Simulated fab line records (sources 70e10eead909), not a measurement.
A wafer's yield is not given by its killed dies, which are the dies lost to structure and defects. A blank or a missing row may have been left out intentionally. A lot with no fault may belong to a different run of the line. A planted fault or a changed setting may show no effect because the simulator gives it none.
Chamber matching ; flow nand harc ; ald metal-02 running NHARC_A_WL_FILL_ALD_19: 4 sister chambers
The step deposits TiN, target thk 2 nm, pulse time 3 s, ald cycles 100. 4 wafers are shown with their chamber, then 11 later ones without.

== WAFERS WITH THEIR CHAMBER ==
wafer;chamber;heater power w (W)
L088.6;1;1238
L088.3;3;1009
L088.5;0;1276
L092.1;2;1133

== WAFERS WITHOUT THEIR CHAMBER ==
wafer;heater power w (W)
L092.4;1247
L092.5;1150
L091.2;1126
L091.4;1248
L091.5;1305
L095.2;1137
L095.3;1280
L095.6;1126
L094.1;1268
L094.2;1178
L094.4;1240

== WHICH CHAMBER EACH WENT THROUGH ==
wafer;from the rows above;in truth
L092.4;can't be placed: 1 or 0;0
L092.5;2;2
L091.2;2;2
L091.4;can't be placed: 1 or 0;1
L091.5;0;0
L095.2;2;2
L095.3;0;0
L095.6;2;2
L094.1;can't be placed: 0 or 1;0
L094.2;can't be placed: 2 or 1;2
L094.4;can't be placed: 1 or 0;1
6 of 11 placed correctly. Not placeable from these rows: 5 (in 5, the candidates include the true chamber). Placed wrongly: 0.
How it was worked out, from the rows above alone: a wafer's distance from a chamber is the root of the sum, over the readings, of the square of ((its reading less the chamber's mean) divided by the reading's scatter). The wafer belongs to the nearest chamber; if the next one is less than 2 further off, it can't be placed. Each chamber's mean is taken over the wafers shown for it. The scatter: root of mean squared gap, hidden wafer to nearest shown wafer, with one shown wafer a chamber.
